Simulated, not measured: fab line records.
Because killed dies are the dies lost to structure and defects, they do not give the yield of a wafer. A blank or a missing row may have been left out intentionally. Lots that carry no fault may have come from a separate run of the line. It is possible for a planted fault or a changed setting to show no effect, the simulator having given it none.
Problem report, 8D (eight disciplines) form, completed by code	flow nandHarc	the parts of the form that need people (team, actions taken, sign-off) are left out

1. PROBLEM STATEMENT
At NHARC_P_M1_CD_MEAS_09, cdNm averages 149.1 nm over 6 wafers from 2 lots, while fault-free wafers read 130.1 nm, standard deviation 0.77. That puts it +25 standard deviations away from the usual mean.
The step: target cd 130 nm.
The first sign was on wafer L304.4 at day 13 00:08, on cdSem-03. Wafers with a number at this step in the record: 42, from 14 lots. By rule, "out" or "out of limits" means more than 4 standard deviations away from the usual mean. All remaining wafers that have a number are taken as sound.

2. WHAT THIS IS AND IS NOT
question	is	is not
which readings at this step	cdNm	-
which lots	L304, L307	L288, L290, L291, L292, L293, L294, L295, L296, L297, L298, L299, L310
which wafers of those lots	all that have a number	-
read on which gauges	cdSem-03	cdSem-01, cdSem-02
when	from day 13 00:08	up to then (33 sound wafers); but 3 sound wafers of L310 came after

3. THE SUSPECTS, EACH WITH WHAT RULES IT OUT
Counting: a tool at a process step up to the reading stays a suspect if it ran every lot that is out and no sound lot after the first of them.
- the gauge at NHARC_P_M1_CD_MEAS_09: ruled out. All the wafers that are out were read on cdSem-03, but those of them that NHARC_P_M1_EXPOSE_06 has rows for are out there too, on other tools.
- arfiScanner-03 at NHARC_P_M1_EXPOSE_06 (exposes mask P M1, target cd 130 nm): kept. All lots that are out passed through it, beginning with L304 at day 13 00:01, and no sound lot followed; its final sound lot before that point was L299 at day 10 20:49. Its own readings are out on those wafers: exposureDoseMJCm2.
After counting, what remains is arfiScanner-03 at NHARC_P_M1_EXPOSE_06.

4. THE CAUSE (what the simulator had put in)
Process parameter drift: arfiScanner-03, from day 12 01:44 on, at NHARC_P_M1_EXPOSE_06. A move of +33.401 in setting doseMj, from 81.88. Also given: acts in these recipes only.
Only this tool survived the counting.

5. SEQUENCE OF EFFECTS, ordered by route
Rows list readings where the struck wafers' mean (over those with a number) sits beyond 3 standard deviations from the usual. Readings are gone through only where the record gives a usual standard deviation; hours: the median, over the lots, of the time from a lot's start at the first step in this table giving one to that lot's start at this step; sigmas: the change measured in usual standard deviations.
hours	step	reading	usual	on struck wafers	change	sigmas
0	NHARC_P_M1_EXPOSE_06	exposureDoseMJCm2	81.87	111.95	+30.08	+99 or more
0	NHARC_P_M1_CD_MEAS_09	cdNm	130.1 nm	149.1	+19.0	+25
Its process steps:
- NHARC_P_M1_EXPOSE_06: exposes mask P M1, target cd 130 nm.

6. HOW IT WOULD HAVE BEEN CAUGHT EARLIER
Counted from the fault's start at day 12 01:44, it took 22 hours until the first out-of-limits reading at a measuring or inspecting step in this record, taken at day 13 00:08.
The tool's own readings at NHARC_P_M1_EXPOSE_06 were out on every struck wafer that the step has a row for (exposureDoseMJCm2): an alarm limit on them would have fired on the first of those.
Among the 2 lots that are out, L307 began NHARC_P_M1_EXPOSE_06 on arfiScanner-03 after day 13 00:08. Holding the tool at that time would have saved it.
